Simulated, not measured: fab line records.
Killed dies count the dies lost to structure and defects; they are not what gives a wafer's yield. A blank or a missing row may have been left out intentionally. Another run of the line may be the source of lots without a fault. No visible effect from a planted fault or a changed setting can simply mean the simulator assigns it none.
Matching of chambers ; flow n5 finfet ; 4 sister chambers for N5_FIN_CUT_CUT_ETCH_28 on rie si-03
The step etches Si in HBr/Cl2/O2, target depth 6 nm, time 2.4 s. 20 wafers are shown with their chamber, then 10 later ones without.

## EACH WAFER AND ITS CHAMBER
wafer;chamber;oes product au (a.u.);mfc cl2 sccm (sccm)
L075.1;1;1.010;80.20
L075.4;0;1.000;80.13
L075.6;3;0.980;80.00
L076.2;2;0.994;79.95
L076.5;0;0.997;79.77
L076.6;3;0.972;80.18
L077.1;3;0.981;80.01
L077.4;2;1.001;79.99
L077.6;2;1.003;79.85
L080.3;0;0.991;79.97
L080.4;2;0.999;80.27
L080.5;1;1.020;80.60
L082.1;0;0.985;79.90
L082.5;1;1.009;80.84
L082.6;0;0.994;79.89
L083.2;0;0.986;79.96
L083.3;1;1.007;80.11
L083.4;2;1.008;80.24
L084.1;0;0.988;79.76
L084.2;2;0.993;79.59

SIGNATURES, as means of the wafers listed above
reading;chamber 0;chamber 1;chamber 2;chamber 3;scatter within a chamber
oes product au;0.99157;1.01150;0.99967;0.97767;0.00561
mfc cl2 sccm;79.9114;80.4375;79.9817;80.0633;0.222
Rule: a wafer's distance from a chamber is the root of the sum, over the readings, of the square of ((its reading less the chamber's mean) divided by the reading's scatter). The wafer belongs to the nearest chamber; if the next one is less than 2 further off, it can't be placed. The scatter: the root of (the sum of the squares of (reading less its chamber's mean) over the shown wafers, divided by (wafers less chambers)).

## WAFERS WITH NO CHAMBER GIVEN
wafer;oes product au (a.u.);mfc cl2 sccm (sccm)
L084.3;0.978;80.12
L089.1;0.994;80.52
L089.4;1.015;79.65
L089.6;0.994;79.80
L091.1;0.992;79.84
L091.3;0.981;80.09
L091.6;0.977;80.15
L095.1;1.007;80.33
L095.2;0.977;80.06
L095.5;0.977;80.06

## WHICH CHAMBER EACH ONE RAN IN
wafer;from the rows above;in truth
L084.3;3;3
L089.1;can't be placed: 2 or 0 or 1 or 3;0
L089.4;can't be placed: 2 or 1 or 0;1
L089.6;can't be placed: 0 or 2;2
L091.1;can't be placed: 0 or 2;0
L091.3;can't be placed: 3 or 0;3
L091.6;3;3
L095.1;can't be placed: 1 or 2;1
L095.2;3;3
L095.5;3;3
Correctly placed: 4 of 10. These rows do not allow placing 6 (true chamber among the candidates in 6). 0 placed wrongly.
